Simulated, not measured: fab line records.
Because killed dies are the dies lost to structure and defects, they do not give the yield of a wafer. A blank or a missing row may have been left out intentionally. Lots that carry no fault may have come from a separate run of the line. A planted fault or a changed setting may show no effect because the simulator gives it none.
Which tool is to blame? || flow n5 finfet || route of 1938 steps, sampled at 1 step: 12 lots, 36 wafers

## WHAT THE GAUGES SHOWED, per wafer
N5_WELL_APT_INSPECT_10: inspects for defects (macro).
{"lot": "L075", "measured": "day 1 19:49", "on": "defect inspect-01", "raw defect count": "3 0 1"}
{"lot": "L077", "measured": "day 2 07:38", "on": "defect inspect-02", "raw defect count": "0 2 1"}
{"lot": "L079", "measured": "day 2 19:44", "on": "defect inspect-01", "raw defect count": "1 0 2"}
{"lot": "L081", "measured": "day 3 09:20", "on": "defect inspect-02", "raw defect count": "3 1 3"}
{"lot": "L083", "measured": "day 3 19:44", "on": "defect inspect-02", "raw defect count": "1 3 2"}
{"lot": "L085", "measured": "day 4 08:01", "on": "defect inspect-01", "raw defect count": "0 1 1"}
{"lot": "L087", "measured": "day 4 19:59", "on": "defect inspect-02", "raw defect count": "3 1 3"}
{"lot": "L089", "measured": "day 5 07:45", "on": "defect inspect-01", "raw defect count": "2 3 0"}
{"lot": "L091", "measured": "day 5 19:59", "on": "defect inspect-01", "raw defect count": "0 0 2"}
{"lot": "L093", "measured": "day 6 07:44", "on": "defect inspect-02", "raw defect count": "0 2 1"}
{"lot": "L095", "measured": "day 6 19:47", "on": "defect inspect-01", "raw defect count": "0 2 1"}
{"lot": "L097", "measured": "day 7 07:49", "on": "defect inspect-01", "raw defect count": "1 2 3"}

## WHAT TOOL EACH LOT RAN ON (gives the tool, then ch and the chambers of the sampled wafers, and finally the start)
No process step before these readings appears in the record.

## THE ANSWER, worked out from the rows above alone
Rule: what is usual is taken from the lots themselves. The widest of any qualifying gaps counts: lots, ordered by their means at a reading, are off when they make up no more than a third of the lots, leave a main group of 4 or more, and stand apart from it by 3 or more times the standard deviation of that group's means. If all means in a main group match to the digits the tables above print for the reading, that group is not used. A lot without any number at a reading at which 4 lots or more have one is off too. All remaining lots with rows at the step are treated as sound.
No lot is off at any reading shown: from this, nothing can be told.

## WHAT THE SIMULATOR HAD PUT IN
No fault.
